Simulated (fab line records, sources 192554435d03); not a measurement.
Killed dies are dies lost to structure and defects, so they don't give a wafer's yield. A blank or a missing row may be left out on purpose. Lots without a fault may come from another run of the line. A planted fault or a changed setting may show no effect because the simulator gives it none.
fab line records | flow n5_finfet
record lots=5 wafers=14 last_day=18
route steps=1938 shown BEOL_M8@1392 BEOL_M9@1401 PASSIVATION@1936
lots that met no fault: from a run of the same line without faults
start_h: hours from the record's first day to the start of the lot's first wafer shown | wait_h: hours since the lot's step before | " the same as in the row above | L1.1+2: a row that stands for several wafers | - no value, or no start given | * or withheld: withheld | < > ~ a bound
route shown NAME@n: a module of which the file shows steps, and the number in the route of the first | usual: mean/standard deviation of fault-free wafers | same: alike in all rows | chamber/n: place in a boat | sites: the reading at each site | _std_site: their standard deviation | _edge_site: outer sites' mean less inner sites' | radius_mm: how far each site lies from the wafer's centre | mask NAME#n: copy n | behind: the tool/chamber that last shaped the wafer | hold: why the lot was held/for how many hours/how that ended | device: the transistor (n, p or np) that didn't switch | end of line: the same wafers' tests at the end of the route | a step without rows: its recipe alone | killed: dies lost to structure and defects at the first sort, not the wafer's yield | map: a wafer's dies, x killed, . not, _ none there
set.NAME: the setting as run; set.NAME@STEP: as run at that earlier step | model.NAME: the simulator's own value behind a step, which no gauge read
lots at some steps of the route; a table a step, a row a wafer
services: from which hour (start_h, from the record's first day; less than 0 if before it) a tool's chamber was out of use, for how many hours, and why
## steps
# step N5_BEOL_M8_SPUTTER_48
# recipe material=Cu target_thk_a=100 temp_c=-20 bias_v=60 power_w=26000 chamber_pressure_pa=0.13 time_s=1.667
# step N5_BEOL_M8_ECD_50
# recipe material=Cu target_thk_a=3000
# step N5_BEOL_M8_ANNEAL_51
# recipe temp_c=225 time_s=90 ambient=N2
# step N5_BEOL_M8_CMP_52
# recipe stop_on=SiCOH_lowk t_overpolish_s=6.9 down_force_psi=1 platen_rpm=50 clearing_platen_down_force_psi=1.5 clearing_platen_rpm=50 post_cmp_clean=cu_alkaline target_thk_nm=80 clearing_platen_pad_velocity_m_s=0.99484 pad_velocity_m_s=0.99484
# step N5_BEOL_M8_PRE_CLEAN_55
# recipe gas=NH3 time_s=15 temp_c=withheld rf_power_w=300
# step N5_BEOL_M8_DEP_56
# recipe material=SiCN target_thk_a=100 temp_c=withheld precursor=3MS/NH3 pressure_torr=3 rf_w=202 time_s=17.5
# step N5_BEOL_M9_ILD_DEP_00
# recipe material=SiCOH_lowk target_thk_a=3085.1 temp_c=300 precursor=DEMS/porogen pressure_torr=5 rf_w=500 time_s=58
# step N5_BEOL_M9_CURE_71
# recipe temp_c=385 time_s=240 ambient=He/Ar material=SiCOH_lowk
# step N5_BEOL_M9_PECVD_70
# recipe material=SiO2 target_thk_a=200 temp_c=400 precursor=TEOS/O2 pressure_torr=5.5 rf_w=450 teos_flow_sccm=53.8 gas=O2 flow_sccm=3000 time_s=22.7
# usual heater_power_outer_w=411/55 heater_power_w=713/94 showerhead_plenum_p_Torr=8.79/0.054 throttle_valve_pct=22.2/0.89
# columns lot.wafer tool chamber start_h wait_h heater_power_outer_w heater_power_w showerhead_plenum_p_Torr throttle_valve_pct model.SiO2_of_BEOL_M9_PECVD_70.thk_nm
L937.2 pecvd-01 1 260.54 0.0 470 774 8.78 22.2 19.8
L937.4 " 2 " " 455 759 8.84 22.5 20
L937.6 " 0 " " 345 603 8.79 22.2 20.4
L934.1 pecvd-01 2 263.41 0.0 412 701 8.83 22.2 20
L934.3 " 0 " " 329 579 8.77 22.4 25.4
L934.5 " 2 " " 422 680 8.83 22.0 25.2
L941.2 pecvd-01 1 270.39 0.0 409 702 8.78 22.2 19.8
L941.5 " 1 " " 395 713 8.76 22.1 25.2
L943.2 pecvd-01 0 292.43 0.0 347 597 8.79 22.7 20.4
L943.4 " 2 " " 422 693 8.85 22.2 20.4
L943.5 " 0 " " 356 605 8.79 22.4 26
L952.1 pecvd-03 0 353.40 0.0 398 701 8.96 21.2 20
L952.3 " 2 " " 314 583 8.81 21.4 19.8
L952.4 " 2 " " 312 583 8.81 21.3 19.8
# step N5_BEOL_M9_HM_DEP_02
# recipe material=TiN target_thk_a=200 temp_c=25 chamber_pressure_pa=0.49996
# step N5_BEOL_M9_COAT_59
# recipe resist=SOC temp_c=250 time_s=60 spin_rpm=1500 resist_thk_nm=100
# step N5_BEOL_M9_COAT_60
# recipe resist=SiARC temp_c=220 time_s=60 spin_rpm=1500 resist_thk_nm=30
# step N5_BEOL_M9_COAT_05
# recipe resist=CAR-ArF spin_rpm=1500 resist_thk_nm=90
# step N5_BEOL_M9_EBR_07
# recipe solvent=PGMEA ebr_width_mm=1.5
# step N5_BEOL_M9_SOFTBAKE_06
# recipe temp_c=110 time_s=60 resist=CAR-ArF
# step N5_BEOL_M9_EXPOSE_08
# recipe mask_id=M9 na=1.35 source_shape=dipole sigma_inner=0.411 sigma_outer=0.611 polarization=te dose_mj=53.75
# step N5_BEOL_M9_PEB_09
# recipe peb_temp_c=withheld peb_time_s=60 resist=CAR-ArF
# step N5_BEOL_M9_DEVELOP_10
# recipe develop_time_s=30 developer=TMAH resist=CAR-ArF rinse_liquid=diw dry=air_spin dev_temp_c=23
# step N5_BEOL_M9_DESCUM_16
# recipe chemistry=O2 time_s=7.9 source_power_w=50 bias_power_w=20 pressure_mtorr=20 rf_frequency_hz=2.712e+07 temp_c=40 resist=CAR-ArF o2_flow_sccm=225
# step N5_BEOL_M9_ETCH_61
# recipe chemistry=CF4 target=SiARC target_depth_a=390 mask_material=CAR-ArF time_s=65 ion_energy_ev=80 pressure_mtorr=40 source_w=545 bias_w=36 Ar_flow_sccm=100 cf4_flow_sccm=100 ends=cleared
# step N5_BEOL_M9_ETCH_62
# recipe chemistry=N2/H2 target=SOC target_depth_a=1100 overetch_a=220 mask_material=SiARC temp_c=40 time_s=165 ion_energy_ev=200 pressure_mtorr=30 source_w=840 bias_w=150 n2_flow_sccm=200 h2_flow_sccm=200
# step N5_BEOL_M9_STRIP_68
# recipe chemistry=N2/H2 temp_c=40 n2_flow_sccm=200 h2_flow_sccm=200 rf_frequency_hz=6e+07
# step N5_BEOL_M9_STRIP_67
# recipe chemistry=CF4 resist=SiARC power_w=300 bias_power_w=75 pressure_mtorr=50 cf4_flow_sccm=150 rf_frequency_hz=6e+07
# step N5_BEOL_M9_HM_OPEN_17
# recipe chemistry=Cl2/BCl3 target_depth_a=200 overetch_a=60 target=TiN mask_material=SOC ion_energy_ev=150 pressure_mtorr=10 icp_w=1000 bias_w=126 Cl2_flow_sccm=53.25 bcl3_flow_sccm=21.75 Ar_flow_sccm=25
# step N5_BEOL_M9_STRIP_19
# recipe chemistry=O2 power_w=400 temp_c=40 pressure_mtorr=30 rf_frequency_hz=6e+07 bias_power_w=0 overash_fraction=0.2 o2_flow_sccm=225
# step N5_BEOL_M9_COAT_63
# recipe resist=SOC temp_c=250 time_s=60 spin_rpm=1500 resist_thk_nm=60
# step N5_BEOL_M9_COAT_64
# recipe resist=SiARC temp_c=220 time_s=60 spin_rpm=1500 resist_thk_nm=12
# step N5_BEOL_M9_COAT_75
# recipe resist=underlayer temp_c=205 time_s=60 spin_rpm=1500 resist_thk_nm=5
# step N5_BEOL_M9_COAT_22
# recipe resist=CAR-EUV spin_rpm=1500 resist_thk_nm=30
# step N5_BEOL_M9_EBR_24
# recipe solvent=PGMEA ebr_width_mm=1.5
# step N5_BEOL_M9_SOFTBAKE_23
# recipe temp_c=110 time_s=60 resist=CAR-EUV
# step N5_BEOL_M9_EXPOSE_25
# recipe mask_id=V8 na=0.33 source_shape=annular sigma_inner=0.4 sigma_outer=0.8 polarization=unpolarized dose_mj=37.25
# step N5_BEOL_M9_PEB_26
# recipe peb_temp_c=100 peb_time_s=60 resist=CAR-EUV
# step N5_BEOL_M9_DEVELOP_27
# recipe develop_time_s=30 developer=TMAH resist=CAR-EUV rinse_liquid=surfactant_rinse dry=air_spin dev_temp_c=23
# step N5_BEOL_M9_HM_STRIP_39
# recipe chemistry=peroxide_tin_strip material=TiN target_depth_a=250 temp_c=50 time_s=158
# usual temp_c=49.99/0.11
# columns lot.wafer tool chamber start_h wait_h temp_c model.SiO2_of_BEOL_M9_PECVD_70.thk_nm
L937.2 wet_bench-03 6 263.46 0.0 49.86 19.6
L937.4 " 2 " " 49.90 19.8
L937.6 " 5 " " 50.04 20.2
L934.1 wet_bench-05 1 267.06 0.0 50.11 19.8
L934.3 " 0 " " 50.02 25.2
L934.5 " 7 " " 49.84 25
L941.2 wet_bench-04 0 275.86 0.0 49.98 19.6
L941.5 " 6 " " 50.03 25
L943.2 wet_bench-04 3 296.55 0.0 50.03 20.2
L943.4 " 1 " " 50.01 20.2
L943.5 " 4 " " 50.02 25.8
L952.1 wet_bench-04 7 356.38 0.0 50.00 20
L952.3 " 0 " " 50.13 19.6
L952.4 " 2 " " 49.99 19.6
# step N5_BEOL_M9_CMP_52
# recipe stop_on=SiCOH_lowk t_overpolish_s=7 down_force_psi=1 platen_rpm=50 clearing_platen_down_force_psi=1.5 clearing_platen_rpm=50 post_cmp_clean=cu_alkaline target_thk_nm=140 clearing_platen_pad_velocity_m_s=0.99484 pad_velocity_m_s=0.99484
# usual barrier_field_endpoint_s=29.1/0.84 motor_current_A=6.2/0.65 platen_rpm=50.00/0.034 retaining_ring_pressure_frac=1.000/0.005
# columns lot.wafer tool chamber start_h wait_h barrier_field_endpoint_s motor_current_A platen_rpm retaining_ring_pressure_frac
L937.4 cmp-03 3 267.04 0.1 30.4 6.4 49.98 1.008
L937.2 " 2 " " 29.5 6.8 50.05 0.993
L937.6 " 3 " " 30.5 6.2 50.02 1.009
L934.3 cmp-03 0 269.41 0.2 35.5 6.3 49.97 1.006
L934.1 " 2 " " 30.0 7.3 50.03 1.002
L934.5 " 3 " " 36.9 6.6 49.95 0.997
L941.2 cmp-02 1 277.91 0.3 28.9 7.3 49.98 1.007
L941.5 " 2 " " 35.7 5.9 50.00 1.003
L943.2 cmp-02 0 298.85 0.3 30.3 6.1 50.03 1.002
L943.4 " 1 " " 28.7 6.9 50.05 0.996
L943.5 " 3 " " 35.8 6.3 50.01 0.998
L952.3 cmp-04 2 359.46 0.2 29.2 6.7 49.92 1.005
L952.4 " 0 " " 29.5 4.8 49.99 0.993
L952.1 " 1 " " 28.5 6.1 49.98 1.000
# step N5_PASSIVATION_PROBE_49
# usual defect_limited_yield=91.5/1.4 killed_at_M0_to_M3=32/11 killed_at_M4_up=12/4.4 killed_at_contacts=13/6.1 killed_at_front_end=39/12 killed_at_other=3.9/3 killed_dies=100/17 killed_open=66/12 killed_short=33/7.4 sort_bin_4_leakage=0.03/0.14 sort_bin_5_function=5.0/0.95 sort_bin_6_memory=3.2/0.66 sort_bin_8_speed=0.0/0.33 sort_n_pass=1079/17 sort_yield_pct=91.4/1.5
# same gross_dies=1180 killed_at_back_side=0
# columns lot.wafer tool chamber start_h wait_h defect_limited_yield[%] killed_at_M0_to_M3 killed_at_M4_up killed_at_contacts killed_at_front_end killed_at_other killed_dies killed_open killed_short sort_bin_4_leakage[%] sort_bin_5_function[%] sort_bin_6_memory[%] sort_bin_8_speed[%] sort_n_pass sort_yield_pct[%]
L934.1 prober-01 - 325.18 0.0 89.4 40 16 16 49 4 125 77 31 0 6.9 3.6 0 1055 89.4
L934.3 prober-01 - 325.28 0.1 88.6 39 9 13 70 3 134 82 51 0.08 6.5 4.4 0 1045 88.6
L934.5 prober-01 - 325.38 0.2 90.2 40 7 23 38 8 116 75 39 0 6.3 3.4 0 1064 90.2
L937.2 prober-01 - 327.21 0.1 92.4 34 13 4 35 4 90 63 26 0 4.5 3.1 0 1090 92.4
L937.4 prober-01 - 327.31 0.2 92.0 19 19 9 44 3 94 59 30 0 5.2 2.4 0 1086 92.0
L937.6 prober-01 - 327.41 0.3 91.7 19 14 7 51 7 98 59 31 0 4.5 3.1 2.6 1051 89.1
L941.2 prober-02 - 340.23 0.1 92.5 14 12 17 33 12 88 50 36 0 4.0 3.1 0 1092 92.5
L941.5 prober-02 - 340.38 0.2 92.7 35 10 13 26 2 86 56 29 0 4.7 2.2 0 1094 92.7
L943.2 prober-02 - 353.66 0.1 90.4 33 15 12 46 7 113 81 29 0.34 5.4 3.9 0 1063 90.1
L943.4 prober-02 - 353.76 0.2 93.5 28 4 8 29 8 77 40 35 0 3.8 2.3 0 1103 93.5
L943.5 prober-02 - 353.81 0.2 90.0 36 9 12 50 11 118 80 35 0 5.8 3.8 0 1062 90.0
L952.1 prober-01 - 421.74 0.0 91.1 29 7 14 48 7 105 66 36 0 5.0 3.3 0 1075 91.1
L952.3 prober-01 - 421.84 0.1 91.0 23 8 14 59 2 106 63 39 0 5.8 2.9 0 1074 91.0
L952.4 prober-01 - 421.89 0.2 89.6 35 15 18 54 1 123 82 40 0 5.5 4.7 0 1057 89.6
# killed by level:class
L934.1 FIN_CUT:area_etch=17 FIN_SAQP:geometric_particle:open=10 MOL_CONTACT_COAG:geometric_particle:open=9 BEOL_M1:geometric_particle:open=9 MOL_CONTACT_COAG:geometric_particle:short=7 BEOL_M0_SAQP:geometric_particle:open=7 BEOL_M2:geometric_particle:open=7 BEOL_M4:geometric_particle:open=7
L934.3 FIN_SAQP:geometric_particle:short=19 FIN_SAQP:geometric_particle:open=17 MOL_CONTACT_COAG:geometric_particle:open=9 BEOL_M1:geometric_particle:open=9 GATE_CUT:geometric_particle:short=8 BEOL_M2:geometric_particle:open=7 GATE_CUT:geometric_particle:open=6 BEOL_M0_SAQP:geometric_particle:short=6
L934.5 MOL_CONTACT_COAG:geometric_particle:open=20 FIN_SAQP:geometric_particle:open=11 BEOL_M0_SAQP:geometric_particle:short=10 BEOL_M0_SAQP:geometric_particle:open=10 BEOL_M2:geometric_particle:open=7 GATE_CUT:geometric_particle:short=7 BEOL_M4:geometric_particle:open=6 BEOL_M1:geometric_particle:open=4
L937.2 STI_FIN_REVEAL:geometric_particle:open=13 BEOL_M3:geometric_particle:open=10 DUMMY_GATE:geometric_particle:open=7 BEOL_M1:geometric_particle:open=7 BEOL_M4:geometric_particle:open=7 BEOL_M0_SAQP:geometric_particle:short=5 FIN_SAQP:geometric_particle:open=3 STARTING-WAFER:geometric_particle:open=3
L937.4 STI_FIN_REVEAL:geometric_particle:open=22 FIN_SAQP:geometric_particle:short=9 MOL_CONTACT_COAG:geometric_particle:open=6 BEOL_M4:geometric_particle:open=6 BEOL_M0:geometric_particle:open=5 FIN_SAQP:geometric_particle:open=3 MOL_CONTACT_COAG:geometric_particle:short=3 BEOL_M0_SAQP:geometric_particle:open=3
L937.6 STI_FIN_REVEAL:geometric_particle:open=13 FIN_SAQP:geometric_particle:open=8 FIN_SAQP:geometric_particle:short=7 BEOL_M0_SAQP:geometric_particle:short=5 HKMG_FIN:area_etch=5 SPACER0:geometric_particle:open=4 MOL_CONTACT_COAG:geometric_particle:open=4 BEOL_M0:geometric_particle:open=4
L941.2 MOL_CONTACT_COAG:geometric_particle:open=12 FIN_SAQP:geometric_particle:open=7 ILD0:geometric_particle:short=6 FIN_SAQP:geometric_particle:short=5 STI_FIN_REVEAL:geometric_particle:open=5 PAD_METAL:geometric_particle:short=5 MOL_CONTACT_COAG:geometric_particle:short=4 BEOL_M1:geometric_particle:open=4
L941.5 BEOL_M0_SAQP:geometric_particle:open=11 MOL_CONTACT_COAG:geometric_particle:open=9 BEOL_M2:geometric_particle:open=9 BEOL_M0_SAQP:geometric_particle:short=6 ILD0:geometric_particle:short=5 BEOL_M3:geometric_particle:open=5 FIN_SAQP:geometric_particle:open=3 BEOL_M6:geometric_particle:open=3
L943.2 STI_FIN_REVEAL:geometric_particle:open=17 MOL_CONTACT_COAG:geometric_particle:open=10 BEOL_M1:geometric_particle:open=10 BEOL_M0_SAQP:geometric_particle:short=9 BEOL_M0_SAQP:geometric_particle:open=8 FIN_SAQP:geometric_particle:short=7 FIN_SAQP:geometric_particle:open=7 DUMMY_GATE:geometric_particle:open=4
L943.4 MOL_CONTACT_COAG:geometric_particle:open=6 BEOL_M0_SAQP:geometric_particle:short=6 BEOL_M0_SAQP:geometric_particle:open=6 BEOL_M2:geometric_particle:open=6 FIN_SAQP:geometric_particle:open=5 ILD0:geometric_particle:short=5 STI_FIN_REVEAL:geometric_particle:open=4 STI_FIN_REVEAL:geometric_particle:short=4
L943.5 STI_FIN_REVEAL:geometric_particle:open=19 BEOL_M3:geometric_particle:open=12 BEOL_M0_SAQP:geometric_particle:open=7 FIN_SAQP:geometric_particle:short=6 MOL_CONTACT_COAG:geometric_particle:open=6 STARTING-WAFER:geometric_particle:open=6 BEOL_M1:geometric_particle:open=5 ILD0:geometric_particle:open=4
L952.1 MOL_CONTACT_COAG:geometric_particle:open=11 FIN_SAQP:geometric_particle:short=8 FIN_SAQP:geometric_particle:open=8 BEOL_M2:geometric_particle:open=8 STI_FIN_REVEAL:geometric_particle:open=6 GATE_CUT:geometric_particle:short=5 GATE_CUT:geometric_particle:open=5 BEOL_M0_SAQP:geometric_particle:short=5
L952.3 STI_FIN_REVEAL:geometric_particle:open=13 FIN_SAQP:geometric_particle:short=12 FIN_SAQP:geometric_particle:open=9 MOL_CONTACT_COAG:geometric_particle:open=7 MOL_CONTACT_COAG:geometric_particle:short=6 BEOL_M3:geometric_particle:open=6 GATE_CUT:geometric_particle:short=5 BEOL_M1:geometric_particle:open=5
L952.4 MOL_CONTACT_COAG:geometric_particle:open=14 FIN_SAQP:geometric_particle:open=13 FIN_SAQP:geometric_particle:short=13 STI_FIN_REVEAL:geometric_particle:open=9 BEOL_M1:geometric_particle:open=7 BEOL_M2:geometric_particle:short=7 BEOL_M3:geometric_particle:open=7 BEOL_M4:geometric_particle:open=6
## services
# columns tool chamber start_h hours kind
cmp-02 - 239.83 4.0 pm
cmp-02 - 243.83 - consumable_replace:conditioner
cmp-02 - 243.83 - consumable_replace:pad
cmp-02 - 256.58 0.3 repair
pecvd-03 2 281.80 4.3 repair
cmp-04 - 306.07 0.5 repair
pecvd-03 - 307.84 0.5 repair
cmp-03 - 311.23 4.0 pm
cmp-03 - 315.23 - consumable_replace:conditioner
cmp-03 - 315.23 - consumable_replace:pad
cmp-04 - 319.68 1.3 repair
pecvd-03 0 320.29 13.8 repair
pecvd-01 - 333.72 1.4 repair
cmp-03 - 337.01 3.0 pm
pecvd-03 2 337.13 2.1 scheduled_down
cmp-03 - 353.25 6.8 pm
pecvd-01 1 358.43 5.5 scheduled_down
pecvd-03 0 358.98 5.5 scheduled_down
## key
first_sign step=N5_BEOL_M9_CMP_52 reading=barrier_field_endpoint_s direction=up sigmas=8.2 usual=29.1 struck=36.0
effect none on later readings
model_effect step=N5_BEOL_M9_PECVD_70 value=SiO2_of_BEOL_M9_PECVD_70.thk_nm without=20.3 struck=25.45
model_effect step=N5_BEOL_M9_HM_STRIP_39 value=SiO2_of_BEOL_M9_PECVD_70.thk_nm without=20.15 struck=25.25
met_at N5_BEOL_M9_PECVD_70
struck_wafers L934.3,L934.5,L941.5,L943.5
baseline_loss step=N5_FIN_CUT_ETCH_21 wafers=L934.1
onset_between 260.54 263.41
fault kind=process_parameter_drift tool=pecvd-01 chamber=- onset_h=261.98 steps=N5_BEOL_M9_PECVD_70 channel=time_s offset=* shape=step end_h=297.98 scope=struck_wafers_only acts_in=* stated=*
# baseline_loss: these wafers lose ten dies or more at that step, a loss of the line's own and not of a fault; the sort's usual values leave them out
